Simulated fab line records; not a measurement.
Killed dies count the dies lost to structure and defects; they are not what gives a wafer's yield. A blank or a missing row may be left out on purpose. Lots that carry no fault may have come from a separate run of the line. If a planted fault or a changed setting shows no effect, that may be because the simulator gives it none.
Comparing a struck lot with a sound one | flow nandHarc | 15 steps out of a route of 1302
Sound: these wafers, L755.2, L755.3, L755.6. Struck: wafer L766.4. (L766.1, L766.5 of the same lot were not struck and are left out.) The cause comes at the end.
Per side, at each step with rows, come the tool, then ch with its chambers, and then its first start. Under that, the readings that differ: sound wafers | struck wafers | difference of the means | sigmas: that difference in standard deviations of wafers without a fault.
alike: words and numbers the same on both sides, and readings whose means are apart by under 2 such deviations; not compared: readings that were withheld, readings missing a value for some wafer, numbers with overlapping values and no deviation given by the record, and bounds like >300 which may hide the same value.
Wherever a step has rows on one side only, a row that says differs or no value, or a row with sigmas, the two part there. Numbers that don't overlap but have no deviation are shown without sigmas and don't part them. Lack of a reading on every wafer of one side parts them only where that side has two or more wafers.

first, 7 steps without rows for these wafers: NHARC_A_CONTACT_COAT_62 (time 65 s); NHARC_A_CONTACT_COAT_63 (resist thk 90 nm); NHARC_A_CONTACT_SOFTBAKE_64 (time 55 s); NHARC_A_CONTACT_EBR_65; NHARC_A_CONTACT_EXPOSE_66 (exposes mask A CC 2); NHARC_A_CONTACT_PEB_67 (peb time 65 s); NHARC_A_CONTACT_DEVELOP_68 (develop time 35 s).
NHARC_A_CONTACT_CD_MEAS_69: target cd 300 nm.
  sound on cdSem-01 ch 0, day 23 01:42; struck on cdSem-02 ch 0, day 26 07:56
  alike: cdNm
NHARC_A_CONTACT_OVL_MEAS_70:
  sound on overlay-01, day 23 01:47; struck on overlay-01, day 26 08:02
  alike: overlayXNm, overlayYNm
NHARC_A_CONTACT_INSPECT_71:
  sound on defectInspect-01, day 23 01:49; struck on defectInspect-02, day 26 08:04
  alike: rawDefectCount
NHARC_A_CONTACT_DESCUM_74: chemistry O2, time 3 s.
  sound on rieDiel-12 ch 2,3, day 23 01:56; struck on rieDiel-12 ch 2, day 26 08:07
  alike: drypumpMotorCurrentA, oesProductAu, rfVppV, showerheadPlenumPTorr, throttleValvePct
  not compared: rfHoursCounterH
NHARC_A_CONTACT_ETCH_75: etches the open film in CF4, target depth 39 nm, time 65 s.
  sound on rieDiel-12 ch 1,2,3, day 23 02:03; struck on rieDiel-12 ch 3, day 26 08:13
reading             | sound             | struck | difference | sigmas
oesProductAu (a.u.) | 1.009 0.999 1.018 | 0.986  | -0.023     | -2
  alike: biasW, drypumpMotorCurrentA, rfVppV, runLengthS, showerheadPlenumPTorr, throttleValvePct
  not compared: rfHoursCounterH
NHARC_A_CONTACT_ETCH_76: etches the open film in N2/H2, target depth 260 nm, time 475.3 s.
  sound on rieDiel-12 ch 1,2,3, day 23 02:09; struck on rieDiel-12 ch 0, day 26 08:18
reading                      | sound             | struck | difference | sigmas
oesProductAu (a.u.)          | 1.004 1.000 0.996 | 1.026  | +0.026     | +3
runLengthS (s)               | 497.0 496.5 496.6 | 351.2  | -145.5     | -99 or more
showerheadPlenumPTorr (Torr) | 2.12 2.13 1.98    | 1.89   | -0.19      | -2
  alike: drypumpMotorCurrentA, h2FlowSccm, rfVppV, throttleValvePct
  not compared: biasW, rfHoursCounterH
NHARC_A_CONTACT_ETCH_77: etches the open film in CF4/CHF3, target depth 108.9 nm, time 54.5 s.
  sound on rieDiel-12 ch 1,2; struck on rieDiel-12 ch 1
  alike: biasW, drypumpMotorCurrentA, oesProductAu, rfVppV, runLengthS, showerheadPlenumPTorr, throttleValvePct
  not compared: rfHoursCounterH
-- the record jumps here: 3 days lie between the struck wafers' starts before and after (it left off in module A_CONTACT and takes up again in module END, whose first step shown is number 1302 of the route) --
NHARC_END_SORT_01:
  here the record holds rows for the struck wafers (prober-02 ch 0, day 29 00:58) but none for the sound ones

## WHERE THEY PART
First at NHARC_A_CONTACT_ETCH_75; last, within this record, at NHARC_END_SORT_01.

WHY: whatever the simulator had introduced
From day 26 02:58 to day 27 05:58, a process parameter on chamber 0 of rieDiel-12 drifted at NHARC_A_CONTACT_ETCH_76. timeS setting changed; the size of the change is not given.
